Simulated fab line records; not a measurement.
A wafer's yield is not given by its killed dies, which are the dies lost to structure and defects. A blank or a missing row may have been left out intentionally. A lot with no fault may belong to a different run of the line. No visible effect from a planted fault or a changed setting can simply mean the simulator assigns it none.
What tool caused it? :: flow n5Finfet :: 9 lots, 27 wafers sampled, at 4 steps of a route of 1938

## WHAT THE GAUGES SHOWED, per wafer
N5_MOL_CONTACT_COAG_INSPECT_57: inspects for defects (brightfield).
lot: L243
measured: day 5 11:53
on: defectInspect-02
rawDefectCount: 146 184 180

lot: L246
measured: day 6 02:10
on: defectInspect-02
rawDefectCount: 153 170 125

lot: L248
measured: day 6 17:55
on: defectInspect-02
rawDefectCount: 234 198 205

lot: L253
measured: day 8 01:41
on: defectInspect-01
rawDefectCount: 136 138 125

lot: L256
measured: day 8 16:06
on: defectInspect-02
rawDefectCount: 155 157 243

lot: L262
measured: day 10 04:09
on: defectInspect-01
rawDefectCount: 216 151 137

lot: L263
measured: day 10 10:17
on: defectInspect-01
rawDefectCount: 306 201 282

lot: L264
measured: day 10 16:29
on: defectInspect-02
rawDefectCount: 146 268 145

lot: L265
measured: day 10 18:58
on: defectInspect-01
rawDefectCount: 180 122 199

## WHAT TOOL EACH LOT RAN ON (gives the tool, then ch and the chambers of the sampled wafers, and finally the start)
lot: L243
N5_MOL_CONTACT_COAG_ETCH_15: rieDiel-05 ch 1,2,3, day 5 01:50
N5_MOL_CONTACT_COAG_ALD_27: aldSin-02 ch 0,1,2, day 5 07:30
N5_MOL_CONTACT_COAG_ALD_123: aldSin-03 ch 1,2,3, day 5 10:50

lot: L246
N5_MOL_CONTACT_COAG_ETCH_15: rieDiel-05 ch 2,3, day 5 16:58
N5_MOL_CONTACT_COAG_ALD_27: aldSin-03 ch 0,1,3, day 5 23:18
N5_MOL_CONTACT_COAG_ALD_123: aldSin-02 ch 0,2,3, day 6 01:12

lot: L248
N5_MOL_CONTACT_COAG_ETCH_15: rieDiel-06 ch 0,1, day 6 07:58
N5_MOL_CONTACT_COAG_ALD_27: aldSin-02 ch 0,1,2, day 6 15:05
N5_MOL_CONTACT_COAG_ALD_123: aldSin-03 ch 0,1,3, day 6 16:59

lot: L253
N5_MOL_CONTACT_COAG_ETCH_15: rieDiel-06 ch 0,1,2, day 7 12:02
N5_MOL_CONTACT_COAG_ALD_27: aldSin-02 ch 1,2,3, day 7 21:47
N5_MOL_CONTACT_COAG_ALD_123: aldSin-03 ch 0,2,3, day 8 00:45

lot: L256
N5_MOL_CONTACT_COAG_ETCH_15: rieDiel-06 ch 0,3, day 8 06:50
N5_MOL_CONTACT_COAG_ALD_27: aldSin-03 ch 0,1, day 8 12:53
N5_MOL_CONTACT_COAG_ALD_123: aldSin-01 ch 0,2,3, day 8 15:03

lot: L262
N5_MOL_CONTACT_COAG_ETCH_15: rieDiel-06 ch 1,3, day 9 17:05
N5_MOL_CONTACT_COAG_ALD_27: aldSin-01 ch 1,2, day 10 01:13
N5_MOL_CONTACT_COAG_ALD_123: aldSin-01 ch 2,3, day 10 03:13

lot: L263
N5_MOL_CONTACT_COAG_ETCH_15: rieDiel-06 ch 1,2,3, day 9 21:19
N5_MOL_CONTACT_COAG_ALD_27: aldSin-02 ch 0,1,3, day 10 07:06
N5_MOL_CONTACT_COAG_ALD_123: aldSin-03 ch 0,2,3, day 10 09:14

lot: L264
N5_MOL_CONTACT_COAG_ETCH_15: rieDiel-05 ch 0,1,2, day 10 07:27
N5_MOL_CONTACT_COAG_ALD_27: aldSin-03 ch 0,1, day 10 13:21
N5_MOL_CONTACT_COAG_ALD_123: aldSin-03 ch 0,1,3, day 10 15:26

lot: L265
N5_MOL_CONTACT_COAG_ETCH_15: rieDiel-04 ch 0,2, day 10 08:44
N5_MOL_CONTACT_COAG_ALD_27: aldSin-01 ch 0,1,2, day 10 15:43
N5_MOL_CONTACT_COAG_ALD_123: aldSin-01 ch 0,2,3, day 10 17:55
- N5_MOL_CONTACT_COAG_ETCH_15: etches SiNx in CH3F/O2, stops on Si:P, target depth 7 nm.
- N5_MOL_CONTACT_COAG_ALD_27: deposits SiOC, target thk 17 nm, pulse time 1.5 s, time 2720 s.
- N5_MOL_CONTACT_COAG_ALD_123: deposits SiNx, target thk 5 nm, pulse time 1 s, purge time 2 s.

## THE ANSWER, worked out from the rows above alone
Rule: what is usual is taken from the lots themselves. The widest of any qualifying gaps counts: lots, ordered by their means at a reading, are off when they make up no more than a third of the lots, leave a main group of 4 or more, and stand apart from it by 3 or more times the standard deviation of that group's means. A main group whose means are all the same, to the digits that the tables above print for the reading, isn't used. A lot without any number at a reading at which 4 lots or more have one is off too. All remaining lots with rows at the step are treated as sound.
No lot is off on any of the readings shown, so nothing can be concluded from this.

## WHAT THE SIMULATOR PUT IN
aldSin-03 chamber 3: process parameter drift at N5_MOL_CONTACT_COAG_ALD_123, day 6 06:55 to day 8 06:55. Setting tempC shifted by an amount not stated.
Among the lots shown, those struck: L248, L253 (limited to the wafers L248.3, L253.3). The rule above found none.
